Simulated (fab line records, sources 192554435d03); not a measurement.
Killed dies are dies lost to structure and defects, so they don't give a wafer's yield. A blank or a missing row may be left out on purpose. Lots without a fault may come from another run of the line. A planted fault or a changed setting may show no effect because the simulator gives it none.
One fault seen from 2 desks | flow n5_finfet | each desk has only its own numbers; what lay behind them comes last

THE TOOL OWNER'S DESK: litho_track-03
The tool's own readings at N5_BEOL_M2_COAT_68 (time 60 s, resist thk 12 nm): means of the sampled wafers that have a number, for each lot that ran on this tool. A lot is out of limits, marked OUT, if its mean lies more than 4 standard deviations from the usual mean; the brackets give that distance.
Columns: A = spin_speed_rpm at N5_BEOL_M2_COAT_68, usual 1500.2 rpm
lot  | first seen here | A
L650 | day 10 11:08    | 1500.2
L654 | day 11 05:56    | 1728.8 (+99 or more) OUT
L656 | day 11 20:24    | 1729.9 (+99 or more) OUT
This desk's finding: out of limits on L654, L656; first on L654, day 11 05:56 (spin_speed_rpm at N5_BEOL_M2_COAT_68). In limits: L650.

THE METROLOGY DESK
What the gauges read, lot by lot, whatever tool the lot ran on: means of the sampled wafers that have a number. A lot is out of limits, marked OUT, if its mean lies more than 4 standard deviations from the usual mean; the brackets give that distance. Of its 10 readings 7 are shown: those that lie furthest out on some lot.
Columns: A = DIBL_N at N5_BEOL_M4_RC_MEAS_101, usual 36.8 mV/V; B = DIBL_P at N5_BEOL_M4_RC_MEAS_101, usual 37.1 mV/V; C = IOFF_N at N5_BEOL_M4_RC_MEAS_101, usual 0.18 nA/um; D = IOFF_P at N5_BEOL_M4_RC_MEAS_101, usual 0.23 nA/um; E = ION_N at N5_BEOL_M4_RC_MEAS_101, usual 682 uA/um; F = ION_P at N5_BEOL_M4_RC_MEAS_101, usual 467 uA/um; G = VT_P at N5_BEOL_M4_RC_MEAS_101, usual -249 mV
lot  | first seen here | A    | B    | C    | D    | E   | F   | G
L650 | day 11 21:20    | 36.7 | 38.0 | 0.17 | 0.22 | 673 | 461 | -250
L654 | day 12 17:54    | 35.2 | 35.5 | 0.16 | 0.21 | 686 | 470 | -249
L655 | day 13 06:28    | 35.6 | 35.1 | 0.15 | 0.19 | 674 | 460 | -252
L656 | day 13 14:28    | 36.1 | 38.4 | 0.17 | 0.25 | 684 | 473 | -245
This desk's finding: nothing out of limits on any of the 4 lots.

PUT TOGETHER
The tool owner's desk could have raised an alarm at day 11 05:56, on L654, L656.
The metrology desk saw nothing out of limits.
The metrology desk has L654, L656 on record, within its limits.
Of the lots named, all ran N5_BEOL_M2_COAT_68 on litho_track-03.

WHAT THE SIMULATOR HAD PUT IN
Process parameter drift: litho_track-03, from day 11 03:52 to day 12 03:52, at N5_BEOL_M2_COAT_68. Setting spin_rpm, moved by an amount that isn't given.
Lots struck among those shown: L654, L656.
Hours from the fault's start to each desk's first reading out of limits: the tool owner's desk, 2.
